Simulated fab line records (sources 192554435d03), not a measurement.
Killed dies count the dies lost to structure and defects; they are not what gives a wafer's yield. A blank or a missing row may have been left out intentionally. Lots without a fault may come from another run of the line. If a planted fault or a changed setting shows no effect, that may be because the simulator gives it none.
Which of the tools did it?    flow n5_finfet    33 wafers from 11 lots sampled at 5 of the route's 1938 steps

## WHAT THE GAUGES READ, wafer by wafer
N5_BEOL_M14_CD_MEAS_10 targets a cd of 250 nm.
lot   measured      on         cd_nm (nm)
L117  day 10 23:14  cd_sem-02  248.2 249.4 249.6
L118  day 10 23:30  cd_sem-02  250.2 250.1 248.5
L119  day 11 06:13  cd_sem-03  251.4 254.6 251.5
L120  day 11 13:59  cd_sem-02  247.9 249.6 247.6
L122  day 12 06:25  cd_sem-03  248.9 249.1 249.9
L124  day 13 00:01  cd_sem-02  251.9 251.0 250.3
L126  day 13 18:14  cd_sem-03  273.4 272.1 273.4
L127  day 14 04:13  cd_sem-01  265.1 264.6 263.2
L132  day 14 19:08  cd_sem-01  249.8 249.0 248.4
L133  day 14 21:20  cd_sem-01  251.0 249.5 251.7
L135  day 16 04:11  cd_sem-03  250.2 250.0 252.5

## WHICH TOOL RAN EACH LOT (tool, then ch and the chambers of the sampled wafers, then the start)
lot   N5_BEOL_M13_STRIP_37                  N5_BEOL_M13_PRE_CLEAN_42      N5_BEOL_M13_ANNEAL_48             N5_BEOL_M14_EXPOSE_07
L117  plasma_asher-01 ch 0,1, day 10 17:22  pvd_sputter-02, day 10 21:06  rtp_anneal-01 ch 0, day 10 21:52  krf_scanner-01 ch 0, day 10 23:04
L118  plasma_asher-01 ch 0,1, day 10 18:14  pvd_sputter-02, day 10 21:30  rtp_anneal-01 ch 0, day 10 22:08  krf_scanner-02 ch 0, day 10 23:20
L119  plasma_asher-02 ch 0,1, day 11 00:14  pvd_sputter-02, day 11 04:10  rtp_anneal-02 ch 0, day 11 04:48  krf_scanner-01 ch 0, day 11 06:02
L120  plasma_asher-02 ch 0,1, day 11 08:25  pvd_sputter-01, day 11 12:07  rtp_anneal-01 ch 0, day 11 12:35  krf_scanner-02 ch 0, day 11 13:49
L122  plasma_asher-01 ch 0,1, day 11 22:31  pvd_sputter-01, day 12 04:32  rtp_anneal-02 ch 0, day 12 05:01  krf_scanner-01 ch 0, day 12 06:15
L124  plasma_asher-01 ch 0,1, day 12 20:05  pvd_sputter-01, day 12 20:33  rtp_anneal-02 ch 0, day 12 22:37  krf_scanner-02 ch 0, day 12 23:51
L126  plasma_asher-01 ch 0,1, day 13 14:29  pvd_sputter-03, day 13 15:15  rtp_anneal-01 ch 0, day 13 16:40  krf_scanner-01 ch 0, day 13 18:04
L127  plasma_asher-02 ch 0,1, day 14 01:08  pvd_sputter-02, day 14 02:18  rtp_anneal-02 ch 0, day 14 02:56  krf_scanner-01 ch 0, day 14 04:02
L132  plasma_asher-01 ch 0,1, day 14 16:09  pvd_sputter-01, day 14 17:11  rtp_anneal-02 ch 0, day 14 17:51  krf_scanner-02 ch 0, day 14 18:58
L133  plasma_asher-01 ch 0, day 14 18:48    pvd_sputter-02, day 14 19:35  rtp_anneal-02 ch 0, day 14 20:04  krf_scanner-02 ch 0, day 14 21:10
L135  plasma_asher-01 ch 0,1, day 16 00:23  pvd_sputter-01, day 16 02:14  rtp_anneal-01 ch 0, day 16 02:43  krf_scanner-02 ch 0, day 16 04:01
- N5_BEOL_M13_STRIP_37: strips in N2/H2.
- N5_BEOL_M13_PRE_CLEAN_42: time 30 s.
- N5_BEOL_M13_ANNEAL_48: time 90 s.
- N5_BEOL_M14_EXPOSE_07: exposes mask V13.

## THE ANSWER, worked out from the rows above alone
Rule: the usual values come from the lots themselves. Put in order of their means at a reading, lots are off if they are a third of the lots or fewer, leave a main group of 4 or more, and stand apart from it by a gap of 3 or more times the standard deviation of the main group's means; of several such gaps the widest counts. A main group is skipped when, at the precision printed for the reading in the tables above, its means are all equal. A lot without any number at a reading at which 4 lots or more have one is off too. Where the step has rows for the other lots, those lots are counted as sound.
Off: L126, L127 (N5_BEOL_M14_CD_MEAS_10, cd_nm). Main group: mean 250.1 nm, sd 1.2.
A tool fits if, at a process step before that reading, it ran every lot that is off, and no sound lot after the first of them. The gauges at N5_BEOL_M14_CD_MEAS_10 are tried like those tools. One fits: krf_scanner-01 at N5_BEOL_M14_EXPOSE_07. A fault onset in the window from L122 (day 12 06:15, its last sound lot) to L126 (day 13 18:04, its first lot off) fits.

## WHAT WAS PUT IN BY THE SIMULATOR
Process parameter drift: krf_scanner-01, from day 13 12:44 on, at N5_BEOL_M14_EXPOSE_07. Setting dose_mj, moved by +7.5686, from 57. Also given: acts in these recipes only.
Lots struck among those shown: L126, L127. The rule given above showed the same thing.
